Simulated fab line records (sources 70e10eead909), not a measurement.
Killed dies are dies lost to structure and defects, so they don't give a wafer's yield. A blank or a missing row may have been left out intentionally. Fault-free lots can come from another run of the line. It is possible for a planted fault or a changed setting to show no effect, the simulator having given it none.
fab line records | flow nand-harc | part 1 of 2: steps 1 to 26 of 37
record: lots: 5 wafers: 15 last-day: 24
route steps=1159 shown P_GATE@180
lots untouched by any fault: they come from a run of this same line in which no faults occurred
start-h: hours from the record's opening day to when the first of the lot's shown wafers began | wait-h: hours elapsed since this lot's preceding step | " repeats the value in the row above | L1.1+2: one row covering several wafers at once | - no value, or no start was given | * or withheld: withheld | < > ~ a bound
route shown NAME@n: names a module that has steps shown in the file, with the first one's number in the route | usual: average and standard deviation across the fault-free wafers | same: alike in all rows | chamber/n: place in a boat | sites: the reading at each site | _std_site: their standard deviation | _edge_site: outer sites' mean less inner sites' | radius-mm: for every site, how far away it sits from the centre of the wafer | mask NAME#n: copy n | behind: the last tool/chamber to shape the wafer | hold: the reason the lot was held/the length of the hold in hours/how it ended | device: the n, p or np transistor that did not switch | end of line: at the end of the route, the tests of the same wafers | a step without rows: its recipe alone | killed: the dies lost at the first sort to structure and to defects; this is not the yield of the wafer | map: shows each die of a wafer: x if killed, . if not, _ if none is there
set.NAME: the run value of the setting; set.NAME@STEP: its run value at that earlier step | model.NAME: the simulator's own value behind a step, which no gauge read
certain route steps with their lots: each step a table, each wafer a row
services: the hour from which a tool's chamber was out of use, counted from the record's first day as start-h (under 0 if before that day), plus the number of hours and why
== steps ==
step: NHARC_P_GATE_SOFTBAKE_54
recipe: temp-c: 122 time-s: 95
usual: chill-plate-temp-C: 23.01/0.11
same: time-s: 95
columns lot.wafer tool chamber start-h wait-h chill-plate-temp-C
L077.1 litho-track-02 0 - - 23.15
L077.2 " 0 " " 23.18
L077.3 " 0 " " 23.02
L076.1 litho-track-05 0 - - 23.07
L076.2 " 0 " " 23.17
L076.6 " 0 " " 23.06
L080.3 litho-track-07 0 - - 22.91
L080.4 " 0 " " 22.82
L080.5 " 0 " " 22.97
L087.1 litho-track-07 0 - - 23.12
L087.2 " 0 " " 23.01
L087.3 " 0 " " 23.06
L096.2 litho-track-02 0 - - 23.03
L096.4 " 0 " " 23.01
L096.6 " 0 " " 23.03
step: NHARC_P_GATE_EBR_55
usual: chill-plate-temp-C: 22.99/0.097
columns lot.wafer tool chamber start-h wait-h chill-plate-temp-C
L077.1 litho-track-02 0 - - 22.95
L077.2 " 0 " " 23.07
L077.3 " 0 " " 22.96
L076.1 litho-track-05 0 - - 22.84
L076.2 " 0 " " 22.86
L076.6 " 0 " " 23.02
L080.3 litho-track-07 0 - - 22.96
L080.4 " 0 " " 22.85
L080.5 " 0 " " 22.94
L087.1 litho-track-07 0 - - 22.95
L087.2 " 0 " " 23.05
L087.3 " 0 " " 22.97
L096.2 litho-track-02 0 - - 22.93
L096.4 " 0 " " 22.96
L096.6 " 0 " " 22.89
step: NHARC_P_GATE_EXPOSE_56
recipe: na: 0.6 target-cd-nm: 720 dose-mj: 14.81 mask-id: P_PSD
columns lot.wafer tool chamber start-h wait-h mask
L077.1+2+3 krf-scanner-01 0 117.33 - P_PSD#0
L076.1+2+6 krf-scanner-01 0 117.72 - P_PSD#0
L080.3+4+5 krf-scanner-03 0 145.57 - P_PSD#0
L087.1+2+3 krf-scanner-01 0 178.87 - P_PSD#0
L096.2+4+6 krf-scanner-03 0 227.57 - P_PSD#0
step: NHARC_P_GATE_PEB_57
recipe: peb-temp-c: 118 peb-time-s: 85
usual: chill-plate-temp-C: 22.99/0.098
columns lot.wafer tool chamber start-h wait-h chill-plate-temp-C
L077.1 litho-track-02 0 117.40 0.1 23.16
L077.2 " 0 " " 23.12
L077.3 " 0 " " 23.12
L076.1 litho-track-07 0 117.79 0.1 22.85
L076.2 " 0 " " 22.85
L076.6 " 0 " " 22.94
L080.3 litho-track-07 0 145.63 0.1 23.02
L080.4 " 0 " " 22.99
L080.5 " 0 " " 22.96
L087.1 litho-track-02 0 178.94 0.1 23.08
L087.2 " 0 " " 22.97
L087.3 " 0 " " 22.94
L096.2 litho-track-02 0 227.64 0.1 23.07
L096.4 " 0 " " 22.99
L096.6 " 0 " " 23.14
step: NHARC_P_GATE_DEVELOP_58
recipe: time-s: 70
usual: chill-plate-temp-C: 23.02/0.1
same: time-s: 70
columns lot.wafer tool chamber start-h wait-h chill-plate-temp-C
L077.1 litho-track-02 0 - - 22.88
L077.2 " 0 " " 23.05
L077.3 " 0 " " 22.87
L076.1 litho-track-07 0 - - 22.91
L076.2 " 0 " " 22.98
L076.6 " 0 " " 23.01
L080.3 litho-track-07 0 - - 22.99
L080.4 " 0 " " 22.96
L080.5 " 0 " " 22.90
L087.1 litho-track-02 0 - - 22.93
L087.2 " 0 " " 23.19
L087.3 " 0 " " 23.01
L096.2 litho-track-02 0 - - 22.94
L096.4 " 0 " " 23.20
L096.6 " 0 " " 23.06
step: NHARC_P_GATE_CD_MEAS_59
recipe: target-cd-nm: 720 landing-energy-ev: 500
usual: cd-nm: 719.3/1.6
columns lot.wafer tool chamber start-h wait-h cd-nm
L077.1 cd-sem-02 0 117.49 - 718.8
L077.2 " 0 " " 717.4
L077.3 " 0 " " 717.2
L076.1 cd-sem-02 0 117.88 - 721.1
L076.2 " 0 " " 718.5
L076.6 " 0 " " 716.1
L080.3 cd-sem-01 0 145.72 - 719.9
L080.4 " 0 " " 719.8
L080.5 " 0 " " 719.1
L087.1 cd-sem-03 0 179.03 - 718.6
L087.2 " 0 " " 719.1
L087.3 " 0 " " 719.0
L096.2 cd-sem-03 0 227.73 - 719.8
L096.4 " 0 " " 720.4
L096.6 " 0 " " 720.7
step: NHARC_P_GATE_HARDBAKE_60
recipe: temp-c: 125 time-s: 80
usual: chill-plate-temp-C: 23.00/0.099
same: time-s: 80
columns lot.wafer tool chamber start-h wait-h chill-plate-temp-C
L077.1 litho-track-07 0 117.57 - 22.91
L077.2 " 0 " " 23.04
L077.3 " 0 " " 22.97
L076.1 litho-track-05 0 117.96 - 23.04
L076.2 " 0 " " 22.95
L076.6 " 0 " " 22.89
L080.3 litho-track-07 0 145.80 - 23.28
L080.4 " 0 " " 23.12
L080.5 " 0 " " 23.21
L087.1 litho-track-05 0 179.11 - 23.10
L087.2 " 0 " " 23.00
L087.3 " 0 " " 23.03
L096.2 litho-track-07 0 227.81 - 23.10
L096.4 " 0 " " 23.05
L096.6 " 0 " " 22.90
step: NHARC_P_GATE_DESCUM_61
recipe: time-s: 3 o2-flow-sccm: 200 ar-flow-sccm: 0 bias-power-w: 0 chemistry: O2
usual: drypump-motor-current-A: 5.8/0.48 oes-product-au: 0.999/0.0091 rf-vpp-V: 58.0/1 showerhead-plenum-p-Torr: 1.97/0.073 throttle-valve-pct: 11.311/0.01
same: time-s: 3
columns lot.wafer tool chamber start-h wait-h drypump-motor-current-A oes-product-au rf-hours-counter-h rf-vpp-V showerhead-plenum-p-Torr throttle-valve-pct
L077.3 rie-diel-12 3 117.65 - 5.2 0.994 15 57.9 2.02 11.317
L077.2 " 1 " " 6.2 0.990 13 56.6 1.99 11.313
L077.1 " 2 " " 6.3 1.011 13 57.6 2.06 11.315
L076.2 rie-diel-09 0 118.05 - 5.7 0.996 13 56.6 1.81 11.325
L076.1 " 3 " " 5.3 0.993 12 57.1 1.98 11.314
L076.6 " 1 " " 6.8 0.994 - 58.5 1.92 11.293
L080.4 rie-diel-12 3 145.89 - 5.3 1.000 21 57.3 2.02 11.306
L080.3 " 2 " " 6.3 1.013 19 58.2 2.05 11.323
L080.5 " 0 " " 5.4 0.996 - 58.3 1.90 11.314
L087.3 rie-diel-12 1 179.19 - 6.2 1.007 24 58.8 1.99 11.301
L087.1 " 3 " " 5.2 1.000 26 59.2 2.02 11.298
L087.2 " 0 " " 5.3 0.994 23 57.4 1.90 11.291
L096.4 rie-diel-13 2 227.89 - 6.3 1.002 45 57.8 1.83 11.301
L096.2 " 3 " " 5.4 1.010 44 57.5 1.91 11.283
L096.6 " 2 " " 6.3 1.002 - 59.1 1.83 11.306
step: NHARC_P_GATE_IMPLANT_62
recipe: energy-kev: 20 dose-cm2: 3e+15 tilt-deg: 7
columns lot.wafer tool chamber start-h wait-h
L077.1+2+3 implanter-01 0 117.82 0.1
L076.1+2+6 implanter-02 0 118.20 0.1
L080.3+4+5 implanter-02 0 146.09 0.2
L087.1+2+3 implanter-02 0 179.34 0.1
L096.2+4+6 implanter-02 0 228.07 0.2
step: NHARC_P_GATE_STRIP_112
recipe: power-w: 1500 temp-c: 110 time-s: 200 chemistry: N2/H2
usual: drypump-motor-current-A: 5.89/0.25 heater-power-w: 79.6/2.7
same: time-s: 200
columns lot.wafer tool chamber start-h wait-h drypump-motor-current-A heater-power-w rf-hours-counter-h
L077.2 plasma-asher-02 0 118.05 0.2 5.86 82.1 37
L077.1 " 1 " " 6.24 77.7 37
L077.3 " 0 " " 5.85 82.5 -
L076.1 plasma-asher-01 1 118.42 0.2 5.55 78.5 3
L076.2 " 0 " " 5.98 80.2 3
L076.6 " 1 " " 5.55 78.8 -
L080.4 plasma-asher-02 1 146.34 0.2 6.26 78.1 -
L080.3 " 0 " " 5.84 81.8 -
L080.5 " 1 " " 6.25 77.0 -
L087.2 plasma-asher-01 1 179.56 0.2 5.54 78.1 23
L087.1 " 0 " " 5.97 79.6 23
L087.3 " 0 " " 5.96 81.9 -
L096.2 plasma-asher-02 1 228.30 0.2 6.25 76.2 11
L096.4 " 0 " " 5.89 79.2 -
L096.6 " 1 " " 6.24 77.9 -
step: NHARC_P_GATE_STRIP_76
recipe: power-w: 1500 temp-c: 250 chemistry: O2
usual: drypump-motor-current-A: 5.89/0.25 heater-power-w: 298/10
columns lot.wafer tool chamber start-h wait-h drypump-motor-current-A heater-power-w rf-hours-counter-h
L077.2 plasma-asher-02 0 118.31 0.2 5.84 315 37
L077.1 " 1 " " 6.22 288 37
L077.3 " 0 " " 5.87 317 -
L076.1 plasma-asher-01 1 118.68 0.2 5.54 297 3
L076.2 " 0 " " 5.96 302 3
L076.6 " 1 " " 5.54 291 -
L080.4 plasma-asher-02 1 146.54 0.2 6.24 286 -
L080.3 " 0 " " 5.88 309 -
L080.5 " 1 " " 6.27 288 -
L087.2 plasma-asher-01 1 179.82 0.2 5.53 291 23
L087.1 " 0 " " 5.93 311 23
L087.3 " 0 " " 5.96 307 -
L096.2 plasma-asher-02 1 228.52 0.2 6.23 279 11
L096.4 " 0 " " 5.86 293 -
L096.6 " 1 " " 6.23 281 -
step: NHARC_P_GATE_STRIP_63
recipe: time-s: 900 temp-c: 130 chemistry: SPM
same: time-s: 900
columns lot.wafer tool chamber start-h wait-h
L077.2+3+1 wet-bench-06 3,4,5 118.48 0.2
L076.6+1+2 wet-bench-07 4,5,0 118.83 0.1
L080.5+3+4 wet-bench-06 4,6,0 146.66 0.1
L087.2+3+1 wet-bench-06 0,2,4 179.96 0.1
L096.2+4+6 wet-bench-06 5,0,2 228.65 0.1
step: NHARC_P_GATE_DEHYDRATE_83
recipe: temp-c: 150 time-s: 120
usual: chill-plate-temp-C: 23.01/0.1
same: time-s: 120
columns lot.wafer tool chamber start-h wait-h chill-plate-temp-C
L077.1 litho-track-02 0 118.81 - 23.02
L077.2 " 0 " " 22.93
L077.3 " 0 " " 22.98
L076.1 litho-track-07 0 119.18 - 23.11
L076.2 " 0 " " 23.07
L076.6 " 0 " " 23.23
L080.3 litho-track-07 0 147.01 - 23.06
L080.4 " 0 " " 23.00
L080.5 " 0 " " 23.03
L087.1 litho-track-05 0 180.31 - 22.92
L087.2 " 0 " " 23.07
L087.3 " 0 " " 23.02
L096.2 litho-track-05 0 229.00 - 22.92
L096.4 " 0 " " 22.95
L096.6 " 0 " " 23.04
step: NHARC_P_GATE_HMDS_84
recipe: time-s: 30
usual: chill-plate-temp-C: 23.00/0.11
same: time-s: 30
columns lot.wafer tool chamber start-h wait-h chill-plate-temp-C
L077.1 litho-track-02 0 - - 22.75
L077.2 " 0 " " 23.00
L077.3 " 0 " " 23.13
L076.1 litho-track-07 0 - - 22.93
L076.2 " 0 " " 23.05
L076.6 " 0 " " 22.96
L080.3 litho-track-07 0 - - 23.15
L080.4 " 0 " " 23.06
L080.5 " 0 " " 22.97
L087.1 litho-track-05 0 - - 23.12
L087.2 " 0 " " 23.05
L087.3 " 0 " " 23.06
L096.2 litho-track-05 0 - - 23.16
L096.4 " 0 " " 23.09
L096.6 " 0 " " 23.05
step: NHARC_P_GATE_COAT_85
recipe: spin-rpm: 3000
usual: chill-plate-temp-C: 23.00/0.09
columns lot.wafer tool chamber start-h wait-h chill-plate-temp-C
L077.1 litho-track-02 0 - - 23.02
L077.2 " 0 " " 22.94
L077.3 " 0 " " 22.90
L076.1 litho-track-07 0 - - 22.96
L076.2 " 0 " " 23.01
L076.6 " 0 " " 23.01
L080.3 litho-track-07 0 - - 23.03
L080.4 " 0 " " 23.12
L080.5 " 0 " " 22.96
L087.1 litho-track-05 0 - - 22.86
L087.2 " 0 " " 22.92
L087.3 " 0 " " 22.98
L096.2 litho-track-05 0 - - 22.94
L096.4 " 0 " " 23.10
L096.6 " 0 " " 22.95
step: NHARC_P_GATE_SOFTBAKE_86
recipe: temp-c: 122 time-s: 95
usual: chill-plate-temp-C: 22.98/0.099
same: time-s: 95
columns lot.wafer tool chamber start-h wait-h chill-plate-temp-C
L077.1 litho-track-02 0 - - 22.95
L077.2 " 0 " " 23.09
L077.3 " 0 " " 22.84
L076.1 litho-track-07 0 - - 22.87
L076.2 " 0 " " 23.02
L076.6 " 0 " " 23.03
L080.3 litho-track-07 0 - - 22.80
L080.4 " 0 " " 23.04
L080.5 " 0 " " 22.89
L087.1 litho-track-05 0 - - 23.08
L087.2 " 0 " " 23.07
L087.3 " 0 " " 23.05
L096.2 litho-track-05 0 - - 23.12
L096.4 " 0 " " 23.17
L096.6 " 0 " " 23.12
step: NHARC_P_GATE_EBR_87
usual: chill-plate-temp-C: 23.02/0.097
columns lot.wafer tool chamber start-h wait-h chill-plate-temp-C
L077.1 litho-track-02 0 - - 23.17
L077.2 " 0 " " 23.20
L077.3 " 0 " " 23.10
L076.1 litho-track-07 0 - - 23.03
L076.2 " 0 " " 23.10
L076.6 " 0 " " 23.05
L080.3 litho-track-07 0 - - 22.96
L080.4 " 0 " " 23.01
L080.5 " 0 " " 22.92
L087.1 litho-track-05 0 - - 22.97
L087.2 " 0 " " 23.01
L087.3 " 0 " " 22.96
L096.2 litho-track-05 0 - - 22.99
L096.4 " 0 " " 23.11
L096.6 " 0 " " 22.95
step: NHARC_P_GATE_EXPOSE_88
recipe: na: 0.6 target-cd-nm: 2000 dose-mj: 11.87 mask-id: P_HVN
columns lot.wafer tool chamber start-h wait-h mask
L077.1+2+3 krf-scanner-03 0 118.96 - P_HVN#0
L076.1+2+6 krf-scanner-01 0 119.45 - P_HVN#0
L080.3+4+5 krf-scanner-01 0 147.29 - P_HVN#0
L087.1+2+3 krf-scanner-03 0 180.58 - P_HVN#0
L096.2+4+6 krf-scanner-04 0 229.15 - P_HVN#0
step: NHARC_P_GATE_PEB_89
recipe: peb-temp-c: 118 peb-time-s: 85
usual: chill-plate-temp-C: 22.98/0.1
columns lot.wafer tool chamber start-h wait-h chill-plate-temp-C
L077.1 litho-track-02 0 119.02 0.1 22.97
L077.2 " 0 " " 22.93
L077.3 " 0 " " 22.95
L076.1 litho-track-07 0 119.52 0.1 22.99
L076.2 " 0 " " 23.05
L076.6 " 0 " " 22.90
L080.3 litho-track-07 0 147.35 0.1 23.04
L080.4 " 0 " " 22.93
L080.5 " 0 " " 23.10
L087.1 litho-track-07 0 180.65 0.1 23.02
L087.2 " 0 " " 22.89
L087.3 " 0 " " 23.00
L096.2 litho-track-07 0 229.21 0.1 23.02
L096.4 " 0 " " 23.02
L096.6 " 0 " " 22.95
step: NHARC_P_GATE_DEVELOP_90
recipe: time-s: 70
usual: chill-plate-temp-C: 22.99/0.11
same: time-s: 70
columns lot.wafer tool chamber start-h wait-h chill-plate-temp-C
L077.1 litho-track-02 0 - - 23.04
L077.2 " 0 " " 22.85
L077.3 " 0 " " 22.83
L076.1 litho-track-07 0 - - 23.08
L076.2 " 0 " " 22.99
L076.6 " 0 " " 22.98
L080.3 litho-track-07 0 - - 23.11
L080.4 " 0 " " 23.04
L080.5 " 0 " " 22.84
L087.1 litho-track-07 0 - - 23.03
L087.2 " 0 " " 22.82
L087.3 " 0 " " 23.04
L096.2 litho-track-07 0 - - 23.09
L096.4 " 0 " " 23.17
L096.6 " 0 " " 22.96
step: NHARC_P_GATE_CD_MEAS_91
recipe: target-cd-nm: 2000 landing-energy-ev: 500
usual: cd-nm: 2000.1/1.7
columns lot.wafer tool chamber start-h wait-h cd-nm
L077.1 cd-sem-03 0 119.11 - 2000.9
L077.2 " 0 " " 1999.6
L077.3 " 0 " " 1998.6
L076.1 cd-sem-03 0 119.61 - 1997.4
L076.2 " 0 " " 1999.2
L076.6 " 0 " " 1997.0
L080.3 cd-sem-02 0 147.44 - 2004.4
L080.4 " 0 " " 2001.5
L080.5 " 0 " " 2001.7
L087.1 cd-sem-02 0 180.74 - 2002.6
L087.2 " 0 " " 2001.1
L087.3 " 0 " " 2000.3
L096.2 cd-sem-02 0 229.31 - 2001.5
L096.4 " 0 " " 2000.8
L096.6 " 0 " " 1999.6
step: NHARC_P_GATE_HARDBAKE_92
recipe: temp-c: 125 time-s: 80
usual: chill-plate-temp-C: 23.02/0.11
same: time-s: 80
columns lot.wafer tool chamber start-h wait-h chill-plate-temp-C
L077.1 litho-track-02 0 119.19 - 22.92
L077.2 " 0 " " 22.86
L077.3 " 0 " " 22.79
L076.1 litho-track-05 0 119.69 - 22.96
L076.2 " 0 " " 23.08
L076.6 " 0 " " 22.94
L080.3 litho-track-05 0 147.52 - 23.01
L080.4 " 0 " " 22.98
L080.5 " 0 " " 22.87
L087.1 litho-track-02 0 180.82 - 23.00
L087.2 " 0 " " 23.01
L087.3 " 0 " " 22.96
L096.2 litho-track-02 0 229.39 - 22.96
L096.4 " 0 " " 22.99
L096.6 " 0 " " 23.01
step: NHARC_P_GATE_DESCUM_93
recipe: time-s: 3 o2-flow-sccm: 200 ar-flow-sccm: 0 bias-power-w: 0 chemistry: O2
usual: drypump-motor-current-A: 5.8/0.5 oes-product-au: 0.995/0.0099 rf-vpp-V: 57.8/0.83 showerhead-plenum-p-Torr: 1.95/0.082 throttle-valve-pct: 11.312/0.01
same: time-s: 3
columns lot.wafer tool chamber start-h wait-h drypump-motor-current-A oes-product-au rf-hours-counter-h rf-vpp-V showerhead-plenum-p-Torr throttle-valve-pct
L077.3 rie-diel-12 3 119.27 - 5.2 0.994 15 59.8 2.02 11.319
L077.1 " 1 " " 6.2 1.004 14 58.0 1.99 11.310
L077.2 " 2 " " 6.3 1.016 13 58.2 2.06 11.316
L076.1 rie-diel-09 0 119.78 - 5.7 0.994 13 57.7 1.81 11.304
L076.2 " 1 " " 6.8 0.988 12 58.8 1.92 11.316
L076.6 " 3 " " 5.3 1.001 - 58.3 1.98 11.324
L080.4 rie-diel-13 1 147.61 - 5.7 0.999 13 57.3 2.07 11.313
L080.3 " 3 " " 5.4 1.013 14 57.7 1.91 11.301
L080.5 " 0 " " 5.9 0.995 - 57.7 1.97 11.315
L087.3 rie-diel-13 1 181.17 - 5.7 0.983 29 58.7 2.07 11.310
L087.2 " 3 " " 5.4 1.003 27 57.3 1.91 11.329
L087.1 " 0 " " 5.9 1.000 27 57.8 1.97 11.292
L096.2 rie-diel-09 1 229.48 - 6.8 1.003 51 57.9 1.91 11.299
L096.4 " 2 " " 5.3 1.020 51 58.4 1.99 11.325
L096.6 " 1 " " 6.8 0.997 - 58.6 1.91 11.310
step: NHARC_P_GATE_IMPLANT_94
recipe: energy-kev: 60 dose-cm2: 2e+15 tilt-deg: 7
columns lot.wafer tool chamber start-h wait-h
L077.1+2+3 implanter-02 0 119.44 0.1
L076.1+2+6 implanter-01 0 119.92 0.1
L080.3+4+5 implanter-01 0 147.80 0.2
L087.1+2+3 implanter-02 0 181.31 0.1
L096.2+4+6 implanter-01 0 229.64 0.2
step: NHARC_P_GATE_STRIP_113
recipe: power-w: 1500 temp-c: 110 time-s: 740 chemistry: N2/H2
usual: drypump-motor-current-A: 5.92/0.25 heater-power-w: 79/3.1
same: time-s: 740
columns lot.wafer tool chamber start-h wait-h drypump-motor-current-A heater-power-w rf-hours-counter-h
L077.2 plasma-asher-02 1 119.67 0.2 6.24 76 37
L077.1 " 0 " " 5.86 84 37
L077.3 " 1 " " 6.24 76 -
L076.1 plasma-asher-01 0 120.34 0.4 5.98 83 4
L076.2 " 1 " " 5.55 78 4
L076.6 " 0 " " 5.96 82 -
L080.3 plasma-asher-01 0 148.20 0.4 5.99 81 -
L080.4 " 1 " " 5.53 78 -
L080.5 " 0 " " 5.96 83 -
L087.1 plasma-asher-01 0 181.54 0.2 5.98 82 25
L087.2 " 1 " " 5.54 79 25
L087.3 " 1 " " 5.53 78 -
L096.2 plasma-asher-01 0 229.86 0.2 5.99 82 46
L096.4 " 0 " " 5.97 83 -
L096.6 " 1 " " 5.55 80 -
step: NHARC_P_GATE_STRIP_95
recipe: power-w: 1500 temp-c: 250 chemistry: O2
usual: drypump-motor-current-A: 5.92/0.25 heater-power-w: 297/11
columns lot.wafer tool chamber start-h wait-h drypump-motor-current-A heater-power-w rf-hours-counter-h
L077.2 plasma-asher-02 1 120.39 0.6 6.23 284 38
L077.1 " 0 " " 5.89 306 38
L077.3 " 1 " " 6.24 283 -
L076.1 plasma-asher-01 0 121.06 0.6 5.97 308 5
L076.2 " 1 " " 5.52 290 5
L076.6 " 0 " " 5.97 317 -
L080.3 plasma-asher-01 0 148.70 0.4 5.95 303 -
L080.4 " 1 " " 5.53 299 -
L080.5 " 0 " " 5.97 313 -
L087.1 plasma-asher-01 0 182.25 0.6 6.00 302 25
L087.2 " 1 " " 5.54 302 25
L087.3 " 1 " " 5.53 299 -
L096.2 plasma-asher-01 0 230.57 0.6 5.98 307 46
L096.4 " 0 " " 5.97 312 -
L096.6 " 1 " " 5.53 294 -
